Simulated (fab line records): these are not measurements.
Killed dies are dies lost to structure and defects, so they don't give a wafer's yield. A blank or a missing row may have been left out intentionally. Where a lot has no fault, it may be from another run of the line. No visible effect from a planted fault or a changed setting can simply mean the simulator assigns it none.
2 desks looking at one fault || flow nand_harc || each desk has only its own numbers; what lay behind them comes last

== AT THE TOOL OWNER'S DESK: rie_diel-06 ==
The tool's own readings at NHARC_P_GATE_STRIP_101 (strips in O2, time 20 s): means of the sampled wafers that have a number, for each lot that ran on this tool. A lot is out of limits, marked OUT, if its mean lies more than 4 standard deviations from the usual mean; the brackets give that distance.
Columns: A = chamber_pressure_mTorr at NHARC_P_GATE_STRIP_101, usual 60.00 mTorr; B = drypump_motor_current_A at NHARC_P_GATE_STRIP_101, usual 5.45 A; C = oes_product_au at NHARC_P_GATE_STRIP_101, usual 1.001 a.u.; D = rf_vpp_V at NHARC_P_GATE_STRIP_101, usual 57.7 V; E = showerhead_plenum_p_Torr at NHARC_P_GATE_STRIP_101, usual 3.54 Torr; F = throttle_valve_pct at NHARC_P_GATE_STRIP_101, usual 17.037 %
{"lot": "L271", "first seen here": "day 5 09:47", "A": 60.03, "B": 5.41, "C": 1.001, "D": 58.1, "E": 3.52, "F": 17.038}
{"lot": "L272", "first seen here": "day 5 22:59", "A": 60.00, "B": 5.42, "C": 0.998, "D": 57.4, "E": 3.51, "F": 17.032}
{"lot": "L273", "first seen here": "day 6 05:59", "A": 60.01, "B": 5.12, "C": 0.992, "D": 57.5, "E": 3.44, "F": 17.036}
{"lot": "L278", "first seen here": "day 8 17:08", "A": 59.99, "B": 5.50, "C": 0.994, "D": 57.2, "E": 3.60, "F": 17.036}
{"lot": "L279", "first seen here": "day 9 00:56", "A": 59.92, "B": 5.17, "C": 1.001, "D": 58.5, "E": 3.53, "F": 17.036}
{"lot": "L282", "first seen here": "day 10 04:35", "A": 59.98, "B": 5.30, "C": 0.994, "D": 57.5, "E": 3.48, "F": 17.039}
{"lot": "L293", "first seen here": "day 15 01:51", "A": 60.03, "B": 5.31, "C": 1.000, "D": 58.7, "E": 3.48, "F": 17.031}
This desk's finding: nothing out of limits on any of the 7 lots.

== THE DEFECT DESK ==
Per lot, the means of the sampled wafers with a number show what the inspections along the route counted. A lot is out of limits, marked OUT, if its mean lies more than 4 standard deviations from the usual mean; the brackets give that distance.
Columns: A = raw_defect_count at NHARC_P_STI_INSPECT_25, usual 201
{"lot": "L271", "first seen here": "day 3 21:56", "A": 430}
{"lot": "L272", "first seen here": "day 4 10:22", "A": 228}
{"lot": "L273", "first seen here": "day 4 20:08", "A": 298}
{"lot": "L278", "first seen here": "day 7 06:37", "A": 165}
{"lot": "L279", "first seen here": "day 7 14:45", "A": 189}
{"lot": "L280", "first seen here": "day 7 21:26", "A": 176}
{"lot": "L282", "first seen here": "day 8 14:17", "A": 209}
{"lot": "L286", "first seen here": "day 10 02:55", "A": 297}
{"lot": "L289", "first seen here": "day 11 09:51", "A": 214}
{"lot": "L290", "first seen here": "day 12 02:16", "A": 224}
{"lot": "L293", "first seen here": "day 13 05:31", "A": 243}
{"lot": "L294", "first seen here": "day 13 15:27", "A": 145}
This desk's finding: nothing out of limits on any of the 12 lots.

== ALL TOGETHER ==
The desk of the tool owner found nothing out of limits.
The defect desk saw nothing out of limits.

== WHAT THE SIMULATOR PUT IN ==
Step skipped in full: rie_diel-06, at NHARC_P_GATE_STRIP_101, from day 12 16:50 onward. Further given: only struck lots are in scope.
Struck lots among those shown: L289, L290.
